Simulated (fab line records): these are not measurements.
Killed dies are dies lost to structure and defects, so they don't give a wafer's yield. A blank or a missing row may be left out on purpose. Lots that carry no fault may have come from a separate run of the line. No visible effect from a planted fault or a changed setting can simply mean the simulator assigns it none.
Matching of chambers + flow nand-harc + 3 sister chambers for NHARC_A_SLIT_DEP_25 on pecvd-04
The step deposits SiO2, target thk 200 nm. 6 wafers are shown with their chamber, then 7 later ones without.

## WAFERS, EACH WITH ITS CHAMBER
| wafer  | chamber | throttle-valve-pct (%) | heater-power-w (W) |
|--------|---------|------------------------|--------------------|
| L084.3 | 2       | 16.4                   | 555                |
| L084.6 | 0       | 16.4                   | 608                |
| L086.1 | 2       | 16.4                   | 507                |
| L086.5 | 1       | 15.6                   | 603                |
| L088.2 | 1       | 15.5                   | 621                |
| L088.4 | 0       | 16.2                   | 579                |

## WAFERS WITHOUT THEIR CHAMBER
| wafer  | throttle-valve-pct (%) | heater-power-w (W) |
|--------|------------------------|--------------------|
| L088.5 | 15.3                   | 612                |
| L091.2 | 16.8                   | 492                |
| L091.3 | 15.4                   | 641                |
| L091.4 | 16.5                   | 509                |
| L096.1 | 16.2                   | 572                |
| L096.2 | 15.2                   | 650                |
| L096.5 | 15.0                   | 632                |

## THE CHAMBER EACH PASSED THROUGH
| wafer  | from the rows above     | in truth |
|--------|-------------------------|----------|
| L088.5 | 1                       | 1        |
| L091.2 | 2                       | 2        |
| L091.3 | 1                       | 1        |
| L091.4 | 2                       | 2        |
| L096.1 | can't be placed: 0 or 2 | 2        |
| L096.2 | 1                       | 1        |
| L096.5 | 1                       | 1        |
6 of 7 placed correctly. Unplaceable from these rows: 1, with the true chamber sitting among the candidates in 1. Wrongly placed: 0.
How it was worked out, from the rows above alone: a wafer's distance from a chamber is the root of the sum, over the readings, of the square of ((its reading less the chamber's mean) divided by the reading's scatter). If the next closest chamber is less than 2 further off than the closest, the wafer can't be placed; otherwise it belongs to the closest. The mean given for a chamber averages the wafers shown for that chamber. The scatter: take each reading less its chamber's mean, square it, sum over the shown wafers, divide by the number of wafers less the number of chambers, and take the root.
